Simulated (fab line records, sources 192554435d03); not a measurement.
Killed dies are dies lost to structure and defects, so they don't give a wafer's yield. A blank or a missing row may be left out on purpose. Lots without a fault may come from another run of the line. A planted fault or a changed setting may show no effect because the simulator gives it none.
Chamber matching | flow n5_finfet | N5_BEOL_M2_PECVD_72 on pecvd-02: 3 sister chambers
The step deposits SiO2 from TEOS/O2, target thk 16 nm, time 18 s. 16 wafers are shown with their chamber, then 8 later ones without.

WAFERS WITH THEIR CHAMBER
wafer  | chamber | throttle_valve_pct (%) | heater_power_w (W) | showerhead_plenum_p_Torr (Torr)
L074.1 | 0       | 21.9                   | 658                | 8.71
L074.2 | 1       | 21.8                   | 624                | 8.68
L074.3 | 2       | 22.6                   | 658                | 8.73
L074.4 | 0       | 21.9                   | 658                | 8.71
L074.5 | 2       | 22.9                   | 655                | 8.74
L074.6 | 1       | 22.2                   | 636                | 8.70
L091.1 | 2       | 22.8                   | 675                | 8.74
L091.2 | 1       | 22.0                   | 574                | 8.69
L091.3 | 0       | 22.2                   | 750                | 8.71
L091.4 | 2       | 22.7                   | 700                | 8.75
L091.5 | 0       | 22.1                   | 762                | 8.73
L091.6 | 1       | 21.9                   | 581                | 8.71
L092.1 | 0       | 21.8                   | 777                | 8.72
L092.2 | 1       | 21.6                   | 611                | 8.67
L092.3 | 1       | 21.9                   | 604                | 8.71
L092.4 | 0       | 22.3                   | 766                | 8.68

SIGNATURES (means of the wafers above)
reading                  | chamber 0 | chamber 1 | chamber 2 | scatter within a chamber
throttle_valve_pct       | 22.033    | 21.900    | 22.750    | 0.185
heater_power_w           | 728.50    | 605.00    | 672.00    | 38.7
showerhead_plenum_p_Torr | 8.7100    | 8.6933    | 8.7400    | 0.015
Rule: a wafer's distance from a chamber is the root of the sum, over the readings, of the square of ((its reading less the chamber's mean) divided by the reading's scatter). The wafer belongs to the nearest chamber; if the next one is less than 2 further off, it can't be placed. The scatter: the root of (the sum of the squares of (reading less its chamber's mean) over the shown wafers, divided by (wafers less chambers)).

WAFERS WITHOUT THEIR CHAMBER
wafer  | throttle_valve_pct (%) | heater_power_w (W) | showerhead_plenum_p_Torr (Torr)
L092.5 | 21.9                   | 780                | 8.70
L092.6 | 21.7                   | 602                | 8.69
L093.3 | 21.8                   | 590                | 8.71
L093.4 | 21.9                   | 714                | 8.69
L093.6 | 22.1                   | 712                | 8.68
L094.1 | 22.2                   | 691                | 8.72
L094.5 | 22.1                   | 683                | 8.71
L094.6 | 22.0                   | 605                | 8.69

WHICH CHAMBER EACH WENT THROUGH
wafer  | from the rows above          | in truth
L092.5 | 0                            | 0
L092.6 | 1                            | 1
L093.3 | 1                            | 1
L093.4 | can't be placed: 0 or 1      | 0
L093.6 | can't be placed: 0 or 1      | 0
L094.1 | can't be placed: 0 or 1 or 2 | 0
L094.5 | can't be placed: 0 or 1      | 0
L094.6 | 1                            | 1
Placed correctly: 4 of 8. Can't be placed from these rows: 4 (the true chamber is among the candidates in 4). Placed wrongly: 0.
